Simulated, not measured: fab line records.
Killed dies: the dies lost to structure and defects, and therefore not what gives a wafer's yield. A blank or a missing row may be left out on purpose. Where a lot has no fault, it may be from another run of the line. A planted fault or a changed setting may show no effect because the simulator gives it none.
Matching of chambers :: flow nand-harc :: NHARC_A_SGD_CUT_CMP_21 on cmp-03 has 4 sister chambers
The step polishes, target thk 148.19 nm. 7 wafers are shown with their chamber, then 7 later ones without.

== WAFERS WITH THEIR CHAMBER ==
wafer: L077.6
chamber: 0
motor-current-A (A): 10.4
time-to-endpoint-s (s): 49

wafer: L079.3
chamber: 0
motor-current-A (A): 10.8
time-to-endpoint-s (s): 48

wafer: L081.1
chamber: 2
motor-current-A (A): 11.0
time-to-endpoint-s (s): 50

wafer: L081.3
chamber: 1
motor-current-A (A): 12.5
time-to-endpoint-s (s): 56

wafer: L081.5
chamber: 3
motor-current-A (A): 11.5
time-to-endpoint-s (s): 43

wafer: L086.1
chamber: 3
motor-current-A (A): 11.7
time-to-endpoint-s (s): 47

wafer: L086.3
chamber: 2
motor-current-A (A): 10.6
time-to-endpoint-s (s): 49

== WAFERS WITH NO CHAMBER GIVEN ==
wafer: L086.6
motor-current-A (A): 13.0
time-to-endpoint-s (s): 55

wafer: L090.2
motor-current-A (A): 10.3
time-to-endpoint-s (s): 51

wafer: L090.5
motor-current-A (A): 10.6
time-to-endpoint-s (s): 50

wafer: L090.6
motor-current-A (A): 11.8
time-to-endpoint-s (s): 51

wafer: L094.1
motor-current-A (A): 10.8
time-to-endpoint-s (s): 51

wafer: L094.2
motor-current-A (A): 11.9
time-to-endpoint-s (s): 51

wafer: L094.4
motor-current-A (A): 11.4
time-to-endpoint-s (s): 47

== EACH ONE'S CHAMBER ==
wafer: L086.6
from the rows above: 1
in truth: 1

wafer: L090.2
from the rows above: can't be placed: 0 or 2
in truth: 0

wafer: L090.5
from the rows above: can't be placed: 0 or 2
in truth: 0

wafer: L090.6
from the rows above: can't be placed: 3 or 1 or 2 or 0
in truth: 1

wafer: L094.1
from the rows above: can't be placed: 2 or 0
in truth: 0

wafer: L094.2
from the rows above: can't be placed: 3 or 1 or 2 or 0
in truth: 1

wafer: L094.4
from the rows above: can't be placed: 3 or 2 or 0
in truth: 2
1 of 7 placed correctly. Cannot be placed on the basis of these rows: 6; the candidates contain the true chamber in 6. Wrongly placed: 0.
How it was worked out, from the rows above alone: a wafer's distance from a chamber is the root of the sum, over the readings, of the square of ((its reading less the chamber's mean) divided by the reading's scatter). The wafer belongs to the nearest chamber; if the next one is less than 2 further off, it can't be placed. The mean given for a chamber averages the wafers shown for that chamber. The scatter: take each reading less its chamber's mean, square it, sum over the shown wafers, divide by the number of wafers less the number of chambers, and take the root.
